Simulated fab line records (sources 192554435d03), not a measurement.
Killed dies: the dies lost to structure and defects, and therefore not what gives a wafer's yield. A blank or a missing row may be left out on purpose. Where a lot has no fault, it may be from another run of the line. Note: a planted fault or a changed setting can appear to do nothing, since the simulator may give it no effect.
2 desks, one fault :: flow n5_finfet :: numbers are kept per desk, each desk with only its own; the story behind them comes last

== AT THE TOOL OWNER'S DESK: rie_diel-03 ==
The tool's own readings at N5_MOL_CONTACT_COAG_ETCH_15 (etches SiNx in CH3F/O2, stops on Si:P, target depth 7 nm): means of the sampled wafers that have a number, for each lot that ran on this tool. Marked OUT: a lot whose mean sits more than 4 standard deviations from the usual mean, which makes it out of limits; the brackets give that distance.
Columns: A = CH3F_flow_sccm at N5_MOL_CONTACT_COAG_ETCH_15, usual 29.98 sccm; B = O2_flow_sccm at N5_MOL_CONTACT_COAG_ETCH_15, usual 20.00 sccm; C = drypump_motor_current_A at N5_MOL_CONTACT_COAG_ETCH_15, usual 5.6 A; D = oes_product_au at N5_MOL_CONTACT_COAG_ETCH_15, usual 0.56 a.u.; E = rf_vpp_V at N5_MOL_CONTACT_COAG_ETCH_15, usual 299 V; F = showerhead_plenum_p_Torr at N5_MOL_CONTACT_COAG_ETCH_15, usual 2.03 Torr; G = throttle_valve_pct at N5_MOL_CONTACT_COAG_ETCH_15, usual 16.46 %
lot: L387
first seen here: day 5 11:28
A: 29.98
B: 20.01
C: 5.8
D: 0.56
E: 297
F: 2.01
G: 16.54

lot: L386
first seen here: day 6 00:20
A: 29.94
B: 20.04
C: 5.8
D: 0.56
E: 297
F: 2.01
G: 16.54

lot: L392
first seen here: day 6 06:13
A: 29.89
B: 20.02
C: 6.0
D: 0.54
E: 292
F: 1.96
G: 16.71

lot: L395
first seen here: day 6 22:41
A: 29.97
B: 20.02
C: 5.6
D: 0.56
E: 300
F: 2.06
G: 16.41

lot: L398
first seen here: day 8 01:26
A: 30.04
B: 20.03
C: 5.6
D: 0.56
E: 296
F: 1.98
G: 16.58

lot: L399
first seen here: day 8 04:53
A: 29.94
B: 20.04
C: 5.6
D: 0.55
E: 296
F: 1.98
G: 16.59

lot: L403
first seen here: day 9 02:42
A: 29.99
B: 19.98
C: 5.7
D: 0.54
E: 294
F: 2.00
G: 16.48

lot: L406
first seen here: day 9 17:19
A: 30.03
B: 20.00
C: 5.4
D: 0.55
E: 303
F: 2.04
G: 16.59
This desk's verdict: no lot among the 8 shows anything out of limits.

== METROLOGY DESK ==
Lot by lot, what the gauges showed, no matter which tool ran the lot: averages of those sampled wafers that carry a number. Marked OUT: a lot whose mean sits more than 4 standard deviations from the usual mean, which makes it out of limits; the brackets give that distance.
Columns: A = cd_nm at N5_PASSIVATION_CD_MEAS_10, usual 2999.8 nm; B = cd_nm at N5_PASSIVATION_CD_MEAS_30, usual 4001.4 nm
lot: L389
first seen here: day 13 01:16
A: 2997.1
B: 4002.1

lot: L387
first seen here: day 13 07:11
A: 3001.8
B: 4000.3

lot: L392
first seen here: day 14 08:45
A: 2998.0
B: 4001.6

lot: L386
first seen here: day 14 12:44
A: 2999.3
B: 4004.6

lot: L396
first seen here: day 14 18:07
A: 3000.2
B: 4004.0

lot: L395
first seen here: day 14 23:17
A: 2999.7
B: 4002.0

lot: L398
first seen here: day 15 17:48
A: 2999.7
B: 4001.6

lot: L399
first seen here: day 16 10:24
A: 2999.1
B: 4001.9

lot: L401
first seen here: day 16 19:23
A: 2999.5
B: 4002.3

lot: L403
first seen here: day 17 03:29
A: 2999.3
B: 4002.3

lot: L406
first seen here: day 18 13:21
A: 3001.4
B: 4001.2
This desk's verdict: no lot among the 11 shows anything out of limits.

== BROUGHT TOGETHER ==
The tool owner's desk saw nothing out of limits.
The metrology desk saw nothing out of limits.

== WHAT THE SIMULATOR HAD PUT IN ==
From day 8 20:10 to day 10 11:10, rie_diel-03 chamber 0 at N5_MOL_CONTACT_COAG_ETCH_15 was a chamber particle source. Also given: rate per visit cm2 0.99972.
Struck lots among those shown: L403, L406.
